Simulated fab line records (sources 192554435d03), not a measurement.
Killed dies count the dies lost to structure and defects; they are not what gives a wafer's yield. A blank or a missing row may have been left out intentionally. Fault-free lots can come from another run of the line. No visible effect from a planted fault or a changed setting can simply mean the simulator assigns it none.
A struck lot beside a sound one    flow n5Finfet    24 out of 1938 route steps
Sound: wafers L234.1, L234.2, L234.4. Struck: wafer L242.1. (L242.2, L242.6 of the same lot were not struck and are left out.) The cause comes at the end.
For every step that has rows: the tool of each side, followed by ch and its chambers, followed by its first start. Under that, the readings that differ: sound wafers    struck wafers    difference of the means    sigmas: that difference in standard deviations of wafers without a fault.
alike: readings with means less than 2 such deviations apart, plus words and numbers identical on both sides. not compared: withheld readings, readings lacking a value on some wafer, bounds such as >300 that could conceal the same value, and numbers that have no deviation in the record and whose values overlap.
The two part at a step that has a row with sigmas, a row that says differs or no value, or rows on one side only. Non-overlapping numbers with no deviation appear without sigmas and do not part them. A reading missing from all wafers of one side parts the sides only when that side holds two or more wafers.

first, 1 step without rows for these wafers: N5_BEOL_M8_ILD_DEP_00 (deposits SiCOH lowk from DEMS/porogen, target thk 179.75 nm, time 33.4 s).
N5_BEOL_M8_CURE_74: cures SiCOH lowk, time 240 s.
  sound on uvCure-03 ch 2, day 10 07:46; struck on uvCure-03 ch 2, day 12 11:46
  alike: lampPowerPct, wafer_temp_C_max
N5_BEOL_M8_THK_MEAS_01:
  struck on filmMetro-02, day 12 12:16; sound on filmMetro-02, day 10 08:17
  alike: M8_ILD_THK
N5_BEOL_M8_PECVD_70: deposits SiO2 from TEOS/O2, target thk 20 nm, time 22.7 s.
  sound on pecvd-02 ch 0,2, day 10 08:19; struck on pecvd-01 ch 2, day 12 12:19
  alike: heaterPowerW, showerheadPlenumPTorr, throttleValvePct
  not compared: sinceWetCleanH
N5_BEOL_M8_HM_DEP_02: deposits TiN, target thk 20 nm.
  struck on pvdSputter-02, day 12 12:43; sound on pvdSputter-03, day 10 11:41
  alike: substrateTempC, throttleValvePct
then, 7 steps without rows for these wafers: N5_BEOL_M8_COAT_59 (time 60 s, resist thk 100 nm); N5_BEOL_M8_COAT_60 (time 60 s, resist thk 35 nm); N5_BEOL_M8_COAT_05 (resist thk 90 nm); N5_BEOL_M8_EBR_07; N5_BEOL_M8_SOFTBAKE_06 (time 60 s); N5_BEOL_M8_EXPOSE_08 (exposes mask M8); N5_BEOL_M8_PEB_09 (peb time 60 s).
N5_BEOL_M8_DEVELOP_10: develop time 30 s.
  sound on lithoTrack-01 ch 0, day 10 12:01; struck on lithoTrack-01 ch 0, day 12 13:02
N5_BEOL_M8_CD_MEAS_11 targets a cd of 38.5 nm.
  sound on cdSem-03 ch 0, day 10 12:04; struck on cdSem-02 ch 0, day 12 13:05
  alike: cdNm
N5_BEOL_M8_OVL_MEAS_12:
  sound on overlay-02 ch 0, day 10 12:06; struck on overlay-01 ch 0, day 12 13:07
  alike: M8_OVL
N5_BEOL_M8_INSPECT_13: inspects for defects (brightfield).
  struck on defectInspect-02, day 12 13:08; sound on defectInspect-02, day 10 12:07
  alike: rawDefectCount
N5_BEOL_M8_DESCUM_16: chemistry O2, time 7.9 s.
  sound on rieDiel-06 ch 1,2, day 10 12:13; struck on rieDiel-06 ch 1, day 12 13:10
  alike: drypumpMotorCurrentA, oesProductAu, rfVppV, showerheadPlenumPTorr, throttleValvePct
  not compared: rfHoursCounterH
N5_BEOL_M8_ETCH_61: etches SiARC in CF4, target depth 45.5 nm, time 75.8 s.
  sound on rieDiel-06 ch 1,2, day 10 12:15; struck on rieDiel-06 ch 1, day 12 13:13
reading                        sound    struck  difference  sigmas
model.BEOL_M8.cdOffsetNm (nm)  0 0.4 0  -0.6    -0.7        
  alike: drypumpMotorCurrentA, etchRfOnTimeS, oesProductAu, rfVppV, showerheadPlenumPTorr, throttleValvePct
  not compared: rfHoursCounterH
then, 3 steps without rows for these wafers: N5_BEOL_M8_ETCH_62 (etches SOC in N2/H2, target depth 110 nm, overetch 22 nm, time 165 s); N5_BEOL_M8_STRIP_68 (strips in N2/H2); N5_BEOL_M8_STRIP_67 (strips in CF4).
N5_BEOL_M8_HM_OPEN_17: chemistry Cl2/BCl3, target TiN, target depth 20 nm, overetch 6 nm.
  sound on rieMetal-03 ch 0,1, day 10 12:29; struck on rieMetal-02 ch 1, day 12 13:27
reading                        sound      struck  difference  sigmas
model.BEOL_M8.cdOffsetNm (nm)  0 0.4 0.2  -0.6    -0.8        
  alike: drypumpMotorCurrentA, oesProductAu, throttleValvePct
  not compared: rfHoursCounterH
N5_BEOL_M8_STRIP_19: strips in O2.
  sound on rieDiel-06 ch 1,3, day 10 12:39; struck on rieDiel-06 ch 2, day 12 13:34
reading                       sound              struck  difference  sigmas
drypumpMotorCurrentA (A)      5.5 4.9 5.4        6.6     +1.3        +2
oesProductAu (a.u.)           0.67 0.73 0.67     0.95    +0.26       +3
showerheadPlenumPTorr (Torr)  1.97 2.02 1.97     2.23    +0.24       +4
throttleValvePct (%)          16.90 17.07 16.89  16.35   -0.60       -2
  alike: rfVppV
  not compared: rfHoursCounterH
N5_PASSIVATION_PROBE_49:
  the record holds rows for the sound wafers here (prober-02, day 13 10:08) but none for the struck ones

WHERE THEY PART
First at N5_BEOL_M8_STRIP_19; last, within this record, at N5_PASSIVATION_PROBE_49.

WHY: the cause the simulator had injected
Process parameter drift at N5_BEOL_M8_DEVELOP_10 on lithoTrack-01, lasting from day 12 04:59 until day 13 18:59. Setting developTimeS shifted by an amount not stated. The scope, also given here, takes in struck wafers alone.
